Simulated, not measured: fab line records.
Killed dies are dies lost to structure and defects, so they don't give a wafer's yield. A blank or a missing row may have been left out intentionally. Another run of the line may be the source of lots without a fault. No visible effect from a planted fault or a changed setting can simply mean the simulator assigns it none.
Matching of chambers -- flow n5Finfet -- N5_MOL_CONTACT_COAG_ETCH_65 on rieDiel-03 has 4 sister chambers
The step etches underlayer in N2/H2, target depth 13 nm, time 10.4 s. 4 wafers are shown with their chamber, then 7 later ones without.

## WAFERS, EACH WITH ITS CHAMBER
wafer,chamber,showerheadPlenumPTorr (Torr)
L088.2,0,2.45
L088.4,1,2.50
L093.1,2,2.56
L093.3,3,2.41

## WAFERS WITHOUT THEIR CHAMBER
wafer,showerheadPlenumPTorr (Torr)
L093.5,2.41
L095.3,2.55
L095.4,2.44
L095.6,2.44
L096.2,2.49
L096.4,2.44
L096.6,2.44

## WHICH CHAMBER EACH WENT THROUGH
wafer,from the rows above,in truth
L093.5,3,3
L095.3,2,2
L095.4,0,0
L095.6,0,0
L096.2,1,1
L096.4,0,0
L096.6,0,0
Correctly placed: 7 of 7. From these rows, 0 cannot be placed. Wrongly placed: 0.
How it was worked out, from the rows above alone: a wafer's distance from a chamber is the root of the sum, over the readings, of the square of ((its reading less the chamber's mean) divided by the reading's scatter). If the next closest chamber is less than 2 further off than the closest, the wafer can't be placed; otherwise it belongs to the closest. The mean given for a chamber averages the wafers shown for that chamber. The scatter (one wafer shown for each chamber): square how far every hidden wafer sits from the nearest shown wafer, average those squares and take the square root.
